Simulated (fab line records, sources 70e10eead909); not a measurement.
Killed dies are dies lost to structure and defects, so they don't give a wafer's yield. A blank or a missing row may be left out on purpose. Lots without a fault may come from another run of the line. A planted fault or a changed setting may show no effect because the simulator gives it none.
Chamber matching | flow nand_harc | NHARC_A_STAIRCASE_DEP_417 on pecvd-02: 3 sister chambers
The step deposits Si3N4, target thk 60 nm. 6 wafers are shown with their chamber, then 9 later ones without.

WAFERS WITH THEIR CHAMBER
wafer  | chamber | heater_power_w (W)
L081.4 | 0       | 539
L083.5 | 2       | 770
L088.1 | 2       | 700
L087.3 | 1       | 667
L087.5 | 0       | 572
L087.6 | 1       | 651

WAFERS WITHOUT THEIR CHAMBER
wafer  | heater_power_w (W)
L089.2 | 678
L089.4 | 768
L089.6 | 660
L091.1 | 542
L091.3 | 611
L091.4 | 713
L091.2 | 704
L091.5 | 547
L091.6 | 603

WHICH CHAMBER EACH WENT THROUGH
wafer  | from the rows above     | in truth
L089.2 | can't be placed: 1 or 2 | 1
L089.4 | 2                       | 2
L089.6 | 1                       | 1
L091.1 | 0                       | 0
L091.3 | can't be placed: 1 or 0 | 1
L091.4 | can't be placed: 2 or 1 | 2
L091.2 | can't be placed: 2 or 1 | 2
L091.5 | 0                       | 0
L091.6 | can't be placed: 0 or 1 | 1
Placed correctly: 4 of 9. Can't be placed from these rows: 5 (the true chamber is among the candidates in 5). Placed wrongly: 0.
How it was worked out, from the rows above alone: a wafer's distance from a chamber is the root of the sum, over the readings, of the square of ((its reading less the chamber's mean) divided by the reading's scatter). The wafer belongs to the nearest chamber; if the next one is less than 2 further off, it can't be placed. A chamber's mean is the mean of its shown wafers. The scatter: the root of (the sum of the squares of (reading less its chamber's mean) over the shown wafers, divided by (wafers less chambers)).
